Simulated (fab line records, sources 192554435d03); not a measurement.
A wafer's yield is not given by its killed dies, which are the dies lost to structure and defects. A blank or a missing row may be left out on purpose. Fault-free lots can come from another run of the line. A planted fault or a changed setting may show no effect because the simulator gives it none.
fab line records	flow n5-finfet
record: lots: 10	wafers: 28	last-day: 19
route steps=1938 shown PMOS_HMC_CHANNEL_EPI@82 FIN_SAQP@98 BEOL_M4@1111 PASSIVATION@1936
lots that met no fault: from a run of the same line without faults
start-h: hours from the record's first day to the start of the lot's first wafer shown	wait-h: hours from the lot's prior step to this one	" as in the row above	L1.1+2: several wafers, shown together as one row	- no value, or no start given	* or withheld: withheld	< > ~ a bound
route shown NAME@n: NAME is a module with steps in the file, n the number in the route of the first one	usual: mean/standard deviation taken from wafers without a fault	same: alike in all rows	chamber/n: place in a boat	sites: readings site by site	_std_site: standard deviation across them	_edge_site: inner sites' mean taken away from outer sites' mean	radius-mm: for every site, how far away it sits from the centre of the wafer	mask NAME#n: copy n	behind: the most recent tool/chamber to have shaped the wafer	hold: reason for holding the lot/hours on hold/outcome of the hold	device: names the non-switching transistor (n, p or np)	end of line: at the end of the route, the tests of the same wafers	a step given without rows: its recipe and nothing more	killed: not the wafer's yield, but the dies lost to structure and defects at the first sort	map: per-die view of a wafer (x killed, . not killed, _ where there is no die)
set.NAME: the setting as run; set.NAME@STEP: as run at that earlier step	model.NAME: the simulator's own value behind a step, which no gauge read
steps of the route over a sample of lots; a table a step, a row a wafer
services: a tool's chamber out of use, with start hour (start-h, from the record's first day; less than 0 if before it), hours out, and reason
== steps ==
step: N5_PMOS_HMC_CHANNEL_EPI_THK_MEAS_22
recipe: reads: SiGe30_of_PMOS_HMC_CHANNEL_EPI_EPI_20
usual: HMC_CMP_THK: 53.9/0.71
lot.wafer	tool	chamber	start-h	wait-h	HMC_CMP_THK[nm]
L401.1	film-metro-02	-	43.92	-	52.9
L401.3	"	-	"	"	53.9
L404.3	film-metro-02	-	61.81	-	54.6
L404.5	"	-	"	"	53.9
L404.6	"	-	"	"	52.8
L405.1	film-metro-01	-	68.81	-	54.8
L405.3	"	-	"	"	54.3
L405.4	"	-	"	"	54.0
L406.1	film-metro-01	-	74.91	-	53.9
L406.4	"	-	"	"	54.2
L409.1	film-metro-01	-	92.32	-	54.4
L409.2	"	-	"	"	54.4
L409.3	"	-	"	"	53.8
L412.1	film-metro-02	-	110.59	-	53.2
L412.3	"	-	"	"	54.1
L412.6	"	-	"	"	54.0
L414.1	film-metro-01	-	123.03	-	53.6
L414.3	"	-	"	"	54.0
L414.4	"	-	"	"	54.0
L415.2	film-metro-01	-	128.35	-	53.2
L415.3	"	-	"	"	52.9
L415.5	"	-	"	"	53.1
L419.1	film-metro-02	-	151.79	0.1	53.6
L419.2	"	-	"	"	54.6
L419.6	"	-	"	"	54.5
L420.1	film-metro-01	-	157.41	0.2	53.4
L420.3	"	-	"	"	53.4
L420.5	"	-	"	"	53.5
step: N5_FIN_SAQP_PECVD_47
recipe: material: a-Si	target-thk-a: 450	temp-c: 400	precursor: SiH4/He	pressure-torr: 3	rf-w: 100	time-s: 36.3
usual: heater-power-w: 872/83	showerhead-plenum-p-Torr: 5.67/0.038	susceptor-temp-C: 399.97/0.21	throttle-valve-pct: 18.6/1.3
lot.wafer	tool	chamber	start-h	wait-h	heater-power-w	showerhead-plenum-p-Torr	susceptor-temp-C	throttle-valve-pct
L401.1	pecvd-01	0	46.72	0.0	870	5.67	399.89	19.0
L401.3	"	0	"	"	857	5.67	399.94	19.3
L404.3	pecvd-03	2	63.06	0.0	926	5.61	400.31	16.6
L404.5	"	0	"	"	859	5.62	400.12	18.6
L404.6	"	2	"	"	957	5.63	400.09	16.8
L405.1	pecvd-03	1	69.95	0.0	962	5.63	400.08	21.1
L405.3	"	0	"	"	823	5.62	399.85	18.7
L405.4	"	0	"	"	825	5.63	399.63	18.6
L406.1	pecvd-02	1	76.19	0.0	805	5.72	399.99	17.5
L406.4	"	0	"	"	830	5.69	399.75	17.3
L409.1	pecvd-02	1	96.28	0.0	835	5.72	400.10	17.7
L409.2	"	0	"	"	798	5.68	399.93	17.2
L409.3	"	2	"	"	946	5.64	399.91	19.6
L412.1	pecvd-02	2	111.81	0.0	994	5.64	400.29	20.1
L412.3	"	0	"	"	843	5.70	399.72	17.5
L412.6	"	2	"	"	979	5.64	400.02	19.8
L414.1	pecvd-01	1	124.21	0.0	834	5.69	400.03	19.1
L414.3	"	2	"	"	1059	5.69	399.89	16.7
L414.4	"	2	"	"	1077	5.71	399.62	17.1
L415.2	pecvd-03	1	129.89	0.0	893	5.62	400.04	20.9
L415.3	"	2	"	"	978	5.61	400.24	17.0
L415.5	"	2	"	"	984	5.64	399.93	17.1
L419.1	pecvd-03	0	153.24	0.0	825	5.62	400.17	18.6
L419.2	"	1	"	"	860	5.64	399.69	20.8
L419.6	"	0	"	"	819	5.63	399.90	18.9
L420.1	pecvd-03	1	158.62	0.0	886	5.63	400.00	20.6
L420.3	"	0	"	"	819	5.62	400.31	18.7
L420.5	"	0	"	"	818	5.62	400.19	18.8
step: N5_FIN_SAQP_HM_DEP_72
recipe: material: SiO2	target-thk-a: 120	temp-c: 400	precursor: SiH4/N2O	pressure-torr: 0.75	rf-w: 275	time-s: 7.2
usual: heater-power-w: 823/92	showerhead-plenum-p-Torr: 8.15/0.1	susceptor-temp-C: 400.03/0.2
lot.wafer	tool	chamber	start-h	wait-h	heater-power-w	showerhead-plenum-p-Torr	susceptor-temp-C
L401.1	pecvd-03	2	46.99	0.0	817	8.05	400.01
L401.3	"	0	"	"	778	8.00	399.60
L404.3	pecvd-01	1	63.26	0.0	771	8.23	400.14
L404.5	"	1	"	"	779	8.25	399.84
L404.6	"	0	"	"	743	8.16	400.09
L405.1	pecvd-01	0	70.16	0.0	749	8.17	399.95
L405.3	"	2	"	"	972	8.24	399.99
L405.4	"	1	"	"	795	8.24	399.77
L406.1	pecvd-03	2	76.39	0.0	843	8.06	400.12
L406.4	"	2	"	"	842	8.05	399.75
L409.1	pecvd-03	2	96.48	0.0	831	8.04	400.07
L409.2	"	0	"	"	777	8.00	399.97
L409.3	"	1	"	"	857	8.04	400.02
L412.1	pecvd-01	1	112.02	0.0	681	8.24	400.35
L412.3	"	2	"	"	962	8.22	400.13
L412.6	"	2	"	"	962	8.24	400.23
L414.1	pecvd-02	1	124.42	0.0	743	8.31	400.02
L414.3	"	2	"	"	764	8.10	400.06
L414.4	"	2	"	"	736	8.12	400.28
L415.2	pecvd-01	1	130.10	0.0	724	8.24	399.94
L415.3	"	2	"	"	957	8.25	400.18
L415.5	"	1	"	"	705	8.24	400.34
L419.1	pecvd-01	1	153.45	0.0	780	8.23	400.08
L419.2	"	0	"	"	878	8.17	400.30
L419.6	"	2	"	"	847	8.25	400.22
L420.1	pecvd-01	0	158.82	0.0	858	8.16	400.24
L420.3	"	1	"	"	683	8.23	400.08
L420.5	"	2	"	"	998	8.24	400.05
step: N5_FIN_SAQP_COAT_49
recipe: resist: SOC	temp-c: 250	time-s: 60	spin-rpm: 1500	resist-thk-nm: 100
usual: spin-speed-rpm: 1499.9/0.86
lot.wafer	tool	chamber	start-h	wait-h	spin-speed-rpm
L401.1	litho-track-04	0	47.09	0.1	1498.3
L401.3	"	0	"	"	1498.2
L404.3	litho-track-01	0	63.34	0.1	1500.3
L404.5	"	0	"	"	1501.6
L404.6	"	0	"	"	1501.7
L405.1	litho-track-01	0	70.24	0.1	1500.6
L405.3	"	0	"	"	1498.9
L405.4	"	0	"	"	1499.4
L406.1	litho-track-01	0	76.50	0.1	1500.7
L406.4	"	0	"	"	1500.1
L409.1	litho-track-01	0	96.56	0.1	1497.9
L409.2	"	0	"	"	1498.6
L409.3	"	0	"	"	1499.8
L412.1	litho-track-01	0	112.09	0.1	1649.1
L412.3	"	0	"	"	1648.6
L412.6	"	0	"	"	1648.9
L414.1	litho-track-01	0	124.50	0.1	1646.4
L414.3	"	0	"	"	1649.2
L414.4	"	0	"	"	1649.2
L415.2	litho-track-01	0	130.20	0.1	1648.2
L415.3	"	0	"	"	1648.7
L415.5	"	0	"	"	1647.2
L419.1	litho-track-02	0	153.52	0.1	1500.2
L419.2	"	0	"	"	1499.6
L419.6	"	0	"	"	1499.5
L420.1	litho-track-04	0	158.90	0.1	1499.4
L420.3	"	0	"	"	1500.8
L420.5	"	0	"	"	1501.2
step: N5_BEOL_M4_RC_MEAS_101
usual: DIBL_N: 36.4/1.9	DIBL_P: 35.8/2.1	IOFF_N: 0.158/0.029	IOFF_P: 0.21/0.035	ION_N: 676/14	ION_P: 465/9.7	SS_N: 71.5/0.66	SS_P: 73.4/0.7	VT_N: 249.8/3	VT_P: -250/3.3
lot.wafer	tool	chamber	start-h	wait-h	DIBL_N[mV/V]	DIBL_P[mV/V]	IOFF_N[nA/um]	IOFF_P[nA/um]	ION_N[uA/um]	ION_P[uA/um]	SS_N[mV/dec]	SS_P[mV/dec]	VT_N[mV]	VT_P[mV]
L401.1	prober-02	0	211.23	0.3	38.7	39.5	0.200	0.23	693	465	72.1	74.2	246.4	-250
L401.3	"	0	"	"	37.0	37.7	0.170	0.21	694	473	71.2	73.7	248.1	-253
L404.3	prober-01	0	233.73	0.3	37.8	37.2	0.177	0.26	676	473	71.2	73.9	248.1	-248
L404.5	"	0	"	"	37.5	37.2	0.171	0.26	676	471	71.5	74.0	248.2	-246
L404.6	"	0	"	"	35.5	34.2	0.135	0.20	667	465	70.9	73.1	252.9	-250
L405.1	prober-02	0	242.22	0.0	36.7	36.4	0.161	0.22	684	468	72.4	73.9	250.9	-247
L405.3	"	0	"	"	33.3	32.6	0.110	0.17	675	465	70.9	72.2	255.0	-251
L405.4	"	0	"	"	37.8	36.6	0.167	0.23	667	461	72.5	73.8	252.5	-246
L406.1	prober-01	0	244.14	0.0	38.3	38.8	0.204	0.30	678	472	72.6	74.8	246.1	-246
L406.4	"	0	"	"	34.2	35.3	0.135	0.23	686	482	71.4	73.7	250.5	-246
L409.1	prober-02	0	276.91	0.0	38.2	38.0	0.187	0.21	678	465	72.9	73.3	248.1	-250
L409.2	"	0	"	"	33.7	33.5	0.113	0.15	663	456	70.5	71.4	253.5	-253
L409.3	"	0	"	"	36.4	36.1	0.148	0.18	675	452	71.4	73.2	250.3	-253
L412.1	prober-02	0	282.74	0.0	35.6	34.7	0.148	0.19	680	468	71.1	72.9	250.3	-252
L412.3	"	0	"	"	36.3	35.7	0.159	0.20	682	463	71.1	73.4	249.3	-249
L412.6	"	0	"	"	34.5	33.4	0.129	0.17	666	455	71.4	72.7	252.4	-252
L414.1	prober-02	0	286.51	0.0	38.4	38.6	0.208	0.30	694	479	71.9	73.8	245.0	-243
L414.3	"	0	"	"	36.3	36.6	0.156	0.24	656	460	71.5	73.0	250.2	-246
L414.4	"	0	"	"	36.8	37.9	0.164	0.27	680	471	71.6	73.5	246.9	-244
L415.2	prober-02	0	306.54	0.3	35.8	34.8	0.155	0.21	671	469	71.1	73.4	250.0	-249
L415.3	"	0	"	"	35.2	34.1	0.142	0.19	666	459	71.3	73.4	251.1	-248
L415.5	"	0	"	"	34.1	31.6	0.117	0.16	656	448	71.0	72.0	250.5	-251
L419.1	prober-02	0	334.96	0.0	37.2	37.9	0.162	0.22	671	459	72.3	73.8	250.7	-250
L419.2	"	0	"	"	35.6	36.8	0.142	0.20	679	464	71.2	72.9	250.5	-249
L419.6	"	0	"	"	36.6	37.2	0.151	0.22	670	461	71.8	73.7	252.0	-248
L420.1	prober-01	0	346.11	0.0	33.6	33.7	0.126	0.18	668	463	72.0	72.9	252.8	-250
L420.3	"	0	"	"	31.6	31.8	0.110	0.16	667	462	70.6	72.2	253.3	-254
L420.5	"	0	"	"	30.2	30.0	0.091	0.14	652	455	70.8	71.9	257.4	-254
step: N5_PASSIVATION_PROBE_49
usual: defect-limited-yield: 91.3/1.3	killed_at_M0_to_M3: 34/9.1	killed_at_M4_up: 14/5.6	killed-at-contacts: 13/5.9	killed-at-front-end: 39/11	killed-at-other: 3.6/3	killed-dies: 102/16	killed-on-rim: 13/4	killed-open: 68/12	killed-short: 33/7.3	sort_bin_4_leakage: 0.00/0.01	sort_bin_5_function: 5.2/0.89	sort_bin_6_memory: 3.2/0.68	sort-n-pass: 1078/16	sort-yield-pct: 91.3/1.3
same: gross-dies: 1180	killed-at-back-side: 0	sort_bin_8_speed[%]: 0
lot.wafer	tool	chamber	start-h	wait-h	defect-limited-yield[%]	killed_at_M0_to_M3	killed_at_M4_up	killed-at-contacts	killed-at-front-end	killed-at-other	killed-dies	killed-on-rim	killed-open	killed-short	sort_bin_4_leakage[%]	sort_bin_5_function[%]	sort_bin_6_memory[%]	sort-n-pass	sort-yield-pct[%]
L401.1	prober-02	-	319.29	0.0	90.3	44	18	6	46	1	115	14	68	45	0	6.1	2.8	1065	90.3
L401.3	prober-02	-	319.39	0.1	91.5	25	7	1	60	7	100	16	61	38	0	4.8	3.2	1080	91.5
L404.3	prober-01	-	334.15	0.1	92.3	30	12	4	39	6	91	12	52	38	0	4.4	3.1	1089	92.3
L404.5	prober-01	-	334.25	0.2	90.3	32	17	17	48	1	115	13	76	39	0	5.0	4.2	1065	90.3
L404.6	prober-01	-	334.30	0.3	93.5	27	14	4	32	0	77	10	56	21	0	3.9	2.5	1103	93.5
L405.1	prober-01	-	347.27	0.0	89.6	43	13	5	54	8	123	14	87	36	0	7.2	3.1	1057	89.6
L405.3	prober-01	-	347.37	0.1	90.0	58	13	10	30	7	118	19	79	39	0	5.8	4.1	1062	90.0
L405.4	prober-01	-	347.42	0.2	91.8	46	13	9	26	3	97	16	60	37	0	4.3	3.8	1083	91.8
L406.1	prober-02	-	348.79	0.0	88.6	29	9	7	79	10	134	17	87	47	0.08	5.9	5.0	1045	88.6
L406.4	prober-02	-	348.94	0.2	88.4	29	18	15	72	3	137	14	90	46	0	7.2	4.2	1043	88.4
L409.1	prober-02	-	381.00	0.0	92.1	33	18	8	30	4	93	9	61	32	0	4.6	3.1	1087	92.1
L409.2	prober-02	-	381.05	0.1	93.4	32	9	4	29	4	78	6	45	33	0	4.1	2.4	1102	93.4
L409.3	prober-02	-	381.10	0.1	90.5	45	19	10	33	5	112	11	77	33	0	5.8	3.5	1068	90.5
L412.1	prober-02	-	385.13	0.0	92.4	24	6	13	47	0	90	10	66	21	0	5.1	2.5	1090	92.4
L412.3	prober-02	-	385.23	0.1	92.2	24	6	22	34	6	92	10	61	30	0	4.0	3.6	1088	92.2
L412.6	prober-02	-	385.38	0.3	90.5	36	9	9	56	2	112	21	77	34	0	6.0	3.3	1068	90.5
L414.1	prober-01	-	399.92	0.0	91.8	34	11	6	40	6	97	9	63	34	0	5.2	2.8	1083	91.8
L414.3	prober-01	-	400.02	0.1	90.8	29	13	14	48	4	108	9	76	32	0	6.3	2.6	1072	90.8
L414.4	prober-01	-	400.07	0.2	90.0	28	22	14	45	9	118	17	79	39	0	6.6	3.3	1062	90.0
L415.2	prober-02	-	417.43	0.1	90.8	38	25	14	31	1	109	21	75	32	0	6.8	2.2	1071	90.8
L415.3	prober-02	-	417.48	0.1	92.2	31	8	10	41	2	92	11	54	38	0	4.9	2.6	1088	92.2
L415.5	prober-02	-	417.58	0.2	92.4	39	15	6	29	1	90	10	47	41	0	4.3	3.0	1090	92.4
L419.1	prober-01	-	450.94	0.0	90.5	29	16	12	45	10	112	13	66	45	0	5.7	3.6	1068	90.5
L419.2	prober-01	-	450.99	0.1	90.8	30	18	13	45	2	108	19	66	37	0	5.5	3.2	1072	90.8
L419.6	prober-01	-	451.19	0.3	90.7	41	11	11	40	7	110	15	80	29	0	5.1	3.8	1070	90.7
L420.1	prober-02	-	462.47	0.0	91.9	22	8	19	45	2	96	14	48	41	0	4.7	2.5	1084	91.9
L420.3	prober-02	-	462.57	0.1	94.3	24	6	9	27	1	67	18	40	24	0	3.4	2.0	1113	94.3
L420.5	prober-02	-	462.67	0.2	92.4	35	14	15	26	0	90	13	65	21	0	4.6	3.1	1090	92.4
killed by level:class
L401.1 FIN_SAQP:geometric-particle:short=14 BEOL_M0_SAQP:geometric-particle:short=14 BEOL_M0_SAQP:geometric-particle:open=13 FIN_SAQP:geometric-particle:open=8 BEOL_M4:geometric-particle:open=8 BEOL_M1:geometric-particle:open=6 STI_FIN_REVEAL:geometric-particle:open=5 GATE_CUT:geometric-particle:open=5
L401.3 STI_FIN_REVEAL:geometric-particle:open=14 FIN_SAQP:geometric-particle:short=13 BEOL_M1:geometric-particle:open=7 ILD0:geometric-particle:short=6 FIN_SAQP:geometric-particle:open=4 STI_FIN_REVEAL:geometric-particle:short=4 GATE_CUT:geometric-particle:short=4 BEOL_M0_SAQP:geometric-particle:short=4
L404.3 STI_FIN_REVEAL:geometric-particle:open=16 BEOL_M0_SAQP:geometric-particle:short=12 BEOL_M0_SAQP:geometric-particle:open=6 BEOL_M2:geometric-particle:open=6 STI_FIN_REVEAL:geometric-particle:short=4 GATE_CUT:geometric-particle:short=4 MOL_CONTACT_COAG:geometric-particle:open=4 BEOL_M2:geometric-particle:short=4
L404.5 STI_FIN_REVEAL:geometric-particle:open=15 MOL_CONTACT_COAG:geometric-particle:open=15 BEOL_M0_SAQP:geometric-particle:open=11 STI_FIN_REVEAL:geometric-particle:short=7 BEOL_M2:geometric-particle:short=7 FIN_SAQP:geometric-particle:open=6 BEOL_M2:geometric-particle:open=6 BEOL_M5:geometric-particle:open=5
L404.6 STI_FIN_REVEAL:geometric-particle:open=15 BEOL_M0_SAQP:geometric-particle:short=11 DUMMY_GATE:geometric-particle:open=8 BEOL_M4:geometric-particle:open=6 BEOL_M2:geometric-particle:open=4 MOL_CONTACT_COAG:geometric-particle:open=4 BEOL_M0_SAQP:geometric-particle:open=4 BEOL_M6:geometric-particle:open=3
L405.1 FIN_SAQP:geometric-particle:open=15 FIN_SAQP:geometric-particle:short=15 BEOL_M2:geometric-particle:open=13 BEOL_M3:geometric-particle:open=9 DUMMY_GATE:geometric-particle:open=7 BEOL_M0_SAQP:geometric-particle:open=7 BEOL_M4:geometric-particle:open=6 MOL_CONTACT_COAG:geometric-particle:open=5
L405.3 BEOL_M0_SAQP:geometric-particle:short=14 BEOL_M1:geometric-particle:open=13 BEOL_M0_SAQP:geometric-particle:open=10 MOL_CONTACT_COAG:geometric-particle:open=8 STI_FIN_REVEAL:geometric-particle:open=7 BEOL_M3:geometric-particle:open=7 BEOL_M4:geometric-particle:open=5 BEOL_M2:geometric-particle:open=5
L405.4 FIN_SAQP:geometric-particle:open=8 BEOL_M1:geometric-particle:open=8 BEOL_M0_SAQP:geometric-particle:open=8 BEOL_M0_SAQP:geometric-particle:short=8 BEOL_M2:geometric-particle:open=7 MOL_CONTACT_COAG:geometric-particle:open=6 BEOL_M0:geometric-particle:short=5 BEOL_M1:geometric-particle:short=4
L406.1 FIN_SAQP:geometric-particle:open=27 GATE_CUT:geometric-particle:short=13 DUMMY_GATE:geometric-particle:open=7 MOL_CONTACT_COAG:geometric-particle:open=7 FIN_SAQP:geometric-particle:short=6 BEOL_M2:geometric-particle:open=6 ILD0:geometric-particle:open=6 STI_FIN_REVEAL:geometric-particle:open=5
L406.4 FIN_SAQP:geometric-particle:open=26 MOL_CONTACT_COAG:geometric-particle:open=13 GATE_CUT:geometric-particle:short=12 FIN_SAQP:geometric-particle:short=7 GATE_CUT:geometric-particle:open=6 BEOL_M4:geometric-particle:open=6 BEOL_M1:geometric-particle:open=5 ILD0:geometric-particle:open=5
L409.1 BEOL_M2:geometric-particle:open=15 BEOL_M4:geometric-particle:open=8 FIN_SAQP:geometric-particle:open=6 STI_FIN_REVEAL:geometric-particle:open=6 BEOL_M3:geometric-particle:open=6 MOL_CONTACT_COAG:geometric-particle:open=5 BEOL_M4:geometric-particle:short=5 FIN_SAQP:geometric-particle:short=4
L409.2 BEOL_M2:geometric-particle:open=8 GATE_CUT:geometric-particle:short=6 BEOL_M0_SAQP:geometric-particle:short=6 BEOL_M3:geometric-particle:open=6 FIN_SAQP:geometric-particle:short=5 BEOL_M0_SAQP:geometric-particle:open=5 FIN_SAQP:geometric-particle:open=4 BEOL_M4:geometric-particle:open=4
L409.3 BEOL_M3:geometric-particle:open=14 MOL_CONTACT_COAG:geometric-particle:open=9 BEOL_M4:geometric-particle:open=9 STI_FIN_REVEAL:geometric-particle:open=7 BEOL_M2:geometric-particle:open=7 BEOL_M4:geometric-particle:short=7 FIN_SAQP:geometric-particle:open=6 FIN_SAQP:geometric-particle:short=5
L412.1 STI_FIN_REVEAL:geometric-particle:open=13 FIN_SAQP:geometric-particle:open=10 MOL_CONTACT_COAG:geometric-particle:open=7 BEOL_M3:geometric-particle:open=7 MOL_CONTACT_COAG:geometric-particle:short=6 BEOL_M2:geometric-particle:open=6 STARTING-WAFER:geometric-particle:open=6 BEOL_M1:geometric-particle:open=5
L412.3 MOL_CONTACT_COAG:geometric-particle:open=20 STI_FIN_REVEAL:geometric-particle:open=9 GATE_CUT:geometric-particle:short=6 BEOL_M0_SAQP:geometric-particle:open=5 STI_FIN_REVEAL:geometric-particle:short=4 GATE_CUT:geometric-particle:open=4 BEOL_M2:geometric-particle:open=4 BEOL_M0_SAQP:geometric-particle:short=4
L412.6 STI_FIN_REVEAL:geometric-particle:open=16 FIN_SAQP:geometric-particle:open=14 BEOL_M0_SAQP:geometric-particle:short=10 FIN_SAQP:geometric-particle:short=8 BEOL_M0_SAQP:geometric-particle:open=8 MOL_CONTACT_COAG:geometric-particle:open=7 BEOL_M1:geometric-particle:open=6 GATE_CUT:geometric-particle:short=5
L414.1 FIN_SAQP:geometric-particle:short=11 STI_FIN_REVEAL:geometric-particle:open=9 BEOL_M4:geometric-particle:open=7 FIN_SAQP:geometric-particle:open=6 BEOL_M3:geometric-particle:open=6 BEOL_M0_SAQP:geometric-particle:short=5 BEOL_M1:geometric-particle:open=5 MOL_CONTACT_COAG:geometric-particle:open=4
L414.3 STI_FIN_REVEAL:geometric-particle:open=15 MOL_CONTACT_COAG:geometric-particle:open=12 BEOL_M2:geometric-particle:open=10 BEOL_M0_SAQP:geometric-particle:short=7 DUMMY_GATE:geometric-particle:open=7 GATE_CUT:geometric-particle:short=7 BEOL_M4:geometric-particle:open=5 FIN_SAQP:geometric-particle:open=4
L414.4 MOL_CONTACT_COAG:geometric-particle:open=11 STI_FIN_REVEAL:geometric-particle:open=7 BEOL_M4:geometric-particle:open=7 BEOL_M3:geometric-particle:open=7 FIN_SAQP:geometric-particle:open=6 FIN_SAQP:geometric-particle:short=5 STI_FIN_REVEAL:geometric-particle:short=5 BEOL_M2:geometric-particle:open=5
L415.2 MOL_CONTACT_COAG:geometric-particle:open=10 BEOL_M2:geometric-particle:open=10 BEOL_M0_SAQP:geometric-particle:open=9 FIN_SAQP:geometric-particle:open=7 BEOL_M0_SAQP:geometric-particle:short=6 BEOL_M3:geometric-particle:open=6 DUMMY_GATE:geometric-particle:open=5 GATE_CUT:geometric-particle:short=5
L415.3 FIN_SAQP:geometric-particle:short=9 FIN_SAQP:geometric-particle:open=9 MOL_CONTACT_COAG:geometric-particle:open=9 BEOL_M0_SAQP:geometric-particle:short=7 BEOL_M0_SAQP:geometric-particle:open=7 DUMMY_GATE:geometric-particle:open=5 BEOL_M2:geometric-particle:open=5 BEOL_M3:geometric-particle:open=5
L415.5 BEOL_M0_SAQP:geometric-particle:short=11 BEOL_M0_SAQP:geometric-particle:open=8 GATE_CUT:geometric-particle:short=7 BEOL_M1:geometric-particle:short=7 BEOL_M3:geometric-particle:open=7 FIN_SAQP:geometric-particle:short=5 MOL_CONTACT_COAG:geometric-particle:open=5 BEOL_M2:geometric-particle:open=5
L419.1 GATE_CUT:geometric-particle:short=9 MOL_CONTACT_COAG:geometric-particle:open=9 STI_FIN_REVEAL:geometric-particle:open=8 FIN_SAQP:geometric-particle:short=7 BEOL_M3:geometric-particle:open=7 BEOL_M0_SAQP:geometric-particle:short=7 BEOL_M4:geometric-particle:open=7 DUMMY_GATE:geometric-particle:open=5
L419.2 BEOL_M4:geometric-particle:open=10 STI_FIN_REVEAL:geometric-particle:open=9 BEOL_M0_SAQP:geometric-particle:short=9 FIN_SAQP:geometric-particle:open=7 GATE_CUT:geometric-particle:short=7 MOL_CONTACT_COAG:geometric-particle:open=7 GATE_CUT:geometric-particle:open=6 MOL_CONTACT_COAG:geometric-particle:short=6
L419.6 BEOL_M0_SAQP:geometric-particle:open=11 MOL_CONTACT_COAG:geometric-particle:open=10 BEOL_M3:geometric-particle:open=10 FIN_SAQP:geometric-particle:open=8 STI_FIN_REVEAL:geometric-particle:open=8 GATE_CUT:geometric-particle:short=8 BEOL_M2:geometric-particle:open=5 GATE_CUT:geometric-particle:open=4
L420.1 FIN_SAQP:geometric-particle:short=13 MOL_CONTACT_COAG:geometric-particle:open=13 BEOL_M3:geometric-particle:open=10 FIN_SAQP:geometric-particle:open=7 MOL_CONTACT_COAG:geometric-particle:short=6 HKMG_FIN:area-etch=5 BEOL_M2:geometric-particle:short=4 DUMMY_GATE:geometric-particle:open=3
L420.3 BEOL_M3:geometric-particle:open=12 STI_FIN_REVEAL:geometric-particle:open=5 MOL_CONTACT_COAG:geometric-particle:open=5 DUMMY_GATE:geometric-particle:open=4 MOL_CONTACT_COAG:geometric-particle:short=4 ILD0:geometric-particle:short=3 BEOL_M3:geometric-particle:short=3 STARTING-WAFER:geometric-particle:short=3
L420.5 MOL_CONTACT_COAG:geometric-particle:open=12 BEOL_M3:geometric-particle:open=10 BEOL_M2:geometric-particle:open=7 STI_FIN_REVEAL:geometric-particle:open=6 BEOL_M0_SAQP:geometric-particle:short=6 DUMMY_GATE:geometric-particle:open=5 BEOL_M0_SAQP:geometric-particle:open=4 BEOL_M6:geometric-particle:open=4
== services ==
tool	chamber	start-h	hours	kind
pecvd-01	-	23.65	1.2	repair
pecvd-02	-	29.37	4.3	pm
pecvd-02	-	37.16	14.6	pm
pecvd-03	1	44.92	2.3	repair
pecvd-03	0	50.61	2.1	repair
pecvd-03	0	72.99	5.5	scheduled-down
pecvd-01	2	73.11	16.5	scheduled-down
pecvd-02	-	73.56	0.6	repair
pecvd-01	-	75.88	1.7	repair
pecvd-01	-	87.46	2.8	pm
pecvd-02	2	88.72	2.1	scheduled-down
litho-track-04	-	96.29	-	consumable-replace:filter
pecvd-03	1	110.85	2.0	repair
pecvd-01	0	129.09	5.5	scheduled-down
pecvd-01	2	144.75	2.1	scheduled-down
== key ==
first-sign: step: N5_FIN_SAQP_COAT_49	reading: spin-speed-rpm	direction: up	sigmas: 99+	usual: *	struck: *
effect none on later readings
met-at N5_FIN_SAQP_COAT_49
struck-lots L412,L414,L415
not-acting-at N5_PMOS_HMC_CHANNEL_EPI_THK_MEAS_22,N5_FIN_SAQP_PECVD_47,N5_FIN_SAQP_HM_DEP_72
onset-between 96.56 112.09
fault: kind: process-parameter-drift	tool: litho-track-01	chamber: -	onset-h: 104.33	steps: N5_FIN_SAQP_COAT_49	channel: spin-rpm	offset: *	shape: step	end-h: 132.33	acts-in: *	stated: *
